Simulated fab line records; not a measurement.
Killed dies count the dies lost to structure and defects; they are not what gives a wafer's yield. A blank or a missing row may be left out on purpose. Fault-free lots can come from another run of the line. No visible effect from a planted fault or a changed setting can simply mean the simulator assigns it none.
Which tool is to blame? ; flow n5_finfet ; Sampling: 12 lots, 36 wafers, 4 of 1938 route steps

WHAT EACH GAUGE READ, for each wafer
N5_MOL_CONTACT_COAG_INSPECT_57: inspects for defects (brightfield).
lot;measured;on;raw_defect_count
L075;day 5 06:28;defect_inspect-01;198 149 132
L077;day 5 23:46;defect_inspect-02;244 193 267
L079;day 6 13:42;defect_inspect-01;122 135 126
L081;day 7 03:58;defect_inspect-01;265 212 242
L083;day 7 10:26;defect_inspect-02;201 205 219
L085;day 7 18:55;defect_inspect-01;159 246 195
L087;day 8 08:06;defect_inspect-02;122 114 122
L089;day 8 18:26;defect_inspect-01;89 149 192
L091;day 9 06:22;defect_inspect-02;119 148 192
L093;day 9 18:45;defect_inspect-02;178 117 165
L095;day 10 09:17;defect_inspect-01;137 125 115
L097;day 10 23:16;defect_inspect-02;210 187 214

WHICH TOOL RAN EACH LOT (tool, then ch and the chambers of the sampled wafers, then the start)
lot;N5_MOL_CONTACT_COAG_ALD_20;N5_MOL_CONTACT_COAG_PRE_CLEAN_141;N5_MOL_CONTACT_COAG_ANNEAL_113
L075;ald_metal-01 ch 0,1,2, day 4 22:32;pvd_sputter-02, day 4 23:09;rtp_anneal-01 ch 0, day 4 23:58
L077;ald_metal-04 ch 0,1,3, day 5 12:56;pvd_sputter-02, day 5 15:02;rtp_anneal-01 ch 0, day 5 16:08
L079;ald_metal-01 ch 0,1,3, day 6 05:44;pvd_sputter-01, day 6 06:20;rtp_anneal-02 ch 0, day 6 07:35
L081;ald_metal-01 ch 1,2,3, day 6 19:28;pvd_sputter-01, day 6 20:25;rtp_anneal-01 ch 0, day 6 21:13
L083;ald_metal-02 ch 0,1,3, day 6 23:43;pvd_sputter-01, day 7 02:15;rtp_anneal-01 ch 0, day 7 03:12
L085;ald_metal-01 ch 0,1,3, day 7 09:32;pvd_sputter-02, day 7 10:10;rtp_anneal-02 ch 0, day 7 10:58
L087;ald_metal-04 ch 1,2, day 7 21:39;pvd_sputter-02, day 8 01:19;rtp_anneal-01 ch 0, day 8 02:16
L089;ald_metal-01 ch 1,2, day 8 07:56;pvd_sputter-02, day 8 11:02;rtp_anneal-02 ch 0, day 8 12:00
L091;ald_metal-01 ch 1,2,3, day 8 21:25;pvd_sputter-01, day 8 23:08;rtp_anneal-02 ch 0, day 9 00:13
L093;ald_metal-02 ch 0,2, day 9 09:51;pvd_sputter-03, day 9 12:18;rtp_anneal-01 ch 0, day 9 13:07
L095;ald_metal-01 ch 0,3, day 10 00:19;pvd_sputter-02, day 10 00:54;rtp_anneal-01 ch 0, day 10 01:58
L097;ald_metal-04 ch 0,1, day 10 13:44;pvd_sputter-01, day 10 14:59;rtp_anneal-02 ch 0, day 10 15:48
- N5_MOL_CONTACT_COAG_ALD_20: deposits TiN, target thk 1.5 nm, pulse time 1 s, purge time 3 s.
- N5_MOL_CONTACT_COAG_PRE_CLEAN_141: time 60 s.
- N5_MOL_CONTACT_COAG_ANNEAL_113: time 300 s.

THE ANSWER, worked out from the rows above alone
Rule: the lots themselves supply what counts as usual. Put in order of their means at a reading, lots are off if they are a third of the lots or fewer, leave a main group of 4 or more, and stand apart from it by a gap of 3 or more times the standard deviation of the main group's means; of several such gaps the widest counts. If all means in a main group match to the digits the tables above print for the reading, that group is not used. A lot without any number at a reading at which 4 lots or more have one is off too. Where the step has rows for the other lots, those lots are counted as sound.
None of the lots is off at any reading shown; this tells nothing.

WHAT THE SIMULATOR HAD PUT IN
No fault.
